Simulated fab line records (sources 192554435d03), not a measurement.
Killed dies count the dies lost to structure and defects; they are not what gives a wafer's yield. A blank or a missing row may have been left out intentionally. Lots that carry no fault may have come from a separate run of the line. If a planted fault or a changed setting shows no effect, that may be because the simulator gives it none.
Chamber matching | flow n5-finfet | cmp-03 running N5_BEOL_M5_CMP_52: 4 sister chambers
The step polishes, stops on SiCOH lowk, t overpolish 6.9 s, target thk 62 nm. 18 wafers are shown with their chamber, then 9 later ones without.

WAFERS WITH THEIR CHAMBER
wafer  | chamber | motor-current-A (A) | time-to-endpoint-s (s) | barrier-field-endpoint-s (s)
L082.1 | 3       | 5.8                 | 64.6                   | 24.8
L082.3 | 2       | 5.7                 | 64.1                   | 23.3
L082.4 | 0       | 6.0                 | 64.2                   | 24.8
L085.1 | 3       | 5.6                 | 63.0                   | 24.5
L085.3 | 0       | 6.1                 | 61.8                   | 24.7
L085.6 | 3       | 5.6                 | 60.1                   | 25.1
L087.1 | 0       | 6.1                 | 61.4                   | 24.7
L087.3 | 3       | 5.7                 | 60.2                   | 25.4
L087.6 | 2       | 5.6                 | 58.0                   | 24.6
L088.1 | 2       | 5.6                 | 62.7                   | 25.4
L088.5 | 2       | 5.4                 | 58.2                   | 24.4
L088.6 | 3       | 5.7                 | 62.5                   | 25.3
L091.1 | 3       | 5.5                 | 64.3                   | 25.1
L091.2 | 0       | 6.1                 | 64.5                   | 24.8
L091.4 | 1       | 8.1                 | 57.6                   | 24.3
L089.3 | 0       | 6.3                 | 63.0                   | 25.1
L089.4 | 2       | 5.3                 | 60.8                   | 25.0
L089.5 | 1       | 7.9                 | 59.7                   | 24.1

SIGNATURES (means of the wafers above)
reading                  | chamber 0 | chamber 1 | chamber 2 | chamber 3 | scatter within a chamber
motor-current-A          | 6.120     | 8.000     | 5.520     | 5.650     | 0.128
time-to-endpoint-s       | 62.980    | 58.650    | 60.760    | 62.450    | 2.03
barrier-field-endpoint-s | 24.820    | 24.200    | 24.540    | 25.033    | 0.478
Rule: distance of a wafer from a chamber = root of the sum over the readings of ((wafer's reading minus chamber's mean) / reading's scatter) squared. The wafer belongs to the nearest chamber; if the next one is less than 2 further off, it can't be placed. The scatter: the root of (the sum of the squares of (reading less its chamber's mean) over the shown wafers, divided by (wafers less chambers)).

WAFERS MISSING THEIR CHAMBER
wafer  | motor-current-A (A) | time-to-endpoint-s (s) | barrier-field-endpoint-s (s)
L092.2 | 5.5                 | 60.6                   | 24.1
L092.3 | 5.6                 | 61.3                   | 24.1
L092.4 | 6.3                 | 62.8                   | 25.1
L094.2 | 5.9                 | 62.6                   | 24.7
L094.3 | 5.9                 | 62.9                   | 25.4
L094.5 | 5.8                 | 66.9                   | 25.4
L097.1 | 6.0                 | 65.6                   | 25.7
L097.3 | 5.4                 | 64.6                   | 25.3
L097.4 | 5.7                 | 67.5                   | 26.2

CHAMBER TAKEN BY EACH
wafer  | from the rows above          | in truth
L092.2 | can't be placed: 2 or 3      | 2
L092.3 | can't be placed: 2 or 3      | 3
L092.4 | 0                            | 0
L094.2 | can't be placed: 0 or 3 or 2 | 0
L094.3 | can't be placed: 0 or 3 or 2 | 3
L094.5 | can't be placed: 3 or 0 or 2 | 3
L097.1 | can't be placed: 0 or 3      | 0
L097.3 | can't be placed: 3 or 2      | 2
L097.4 | can't be placed: 3 or 0 or 2 | 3
Correctly placed: 1 of 9. Can't be placed from these rows: 8 (the true chamber is among the candidates in 8). 0 placed wrongly.
